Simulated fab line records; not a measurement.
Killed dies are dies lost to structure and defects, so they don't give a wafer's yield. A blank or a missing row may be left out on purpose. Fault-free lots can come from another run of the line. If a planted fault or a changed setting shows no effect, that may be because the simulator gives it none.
Matching of chambers | flow n5_finfet | N5_BEOL_M15_ETCH_61 on rie_diel-02: 4 sister chambers
The step etches BARC in N2/H2, target depth 89 nm, overetch 26.7 nm, time 67.9 s. 4 wafers are shown with their chamber, then 10 later ones without.

== WAFERS, EACH WITH ITS CHAMBER ==
wafer  | chamber | showerhead_plenum_p_Torr (Torr)
L080.6 | 2       | 2.43
L092.1 | 0       | 2.59
L093.1 | 3       | 2.56
L093.4 | 1       | 2.68

== WAFERS WITH NO CHAMBER GIVEN ==
wafer  | showerhead_plenum_p_Torr (Torr)
L093.6 | 2.42
L095.2 | 2.59
L095.5 | 2.68
L095.6 | 2.59
L094.1 | 2.41
L094.2 | 2.55
L094.5 | 2.41
L096.2 | 2.59
L096.4 | 2.41
L096.5 | 2.59

== CHAMBER TAKEN BY EACH ==
wafer  | from the rows above | in truth
L093.6 | 2                   | 2
L095.2 | 0                   | 0
L095.5 | 1                   | 1
L095.6 | 0                   | 0
L094.1 | 2                   | 2
L094.2 | 3                   | 3
L094.5 | 2                   | 2
L096.2 | 0                   | 0
L096.4 | 2                   | 2
L096.5 | 0                   | 0
10 of 10 placed correctly. Can't be placed from these rows: 0. Wrongly placed: 0.
How it was worked out, from the rows above alone: a wafer's distance from a chamber is the root of the sum, over the readings, of the square of ((its reading less the chamber's mean) divided by the reading's scatter). If the next closest chamber is less than 2 further off than the closest, the wafer can't be placed; otherwise it belongs to the closest. For every chamber, the mean is computed from those of its wafers that are shown. The scatter (one wafer shown for each chamber): square how far every hidden wafer sits from the nearest shown wafer, average those squares and take the square root.
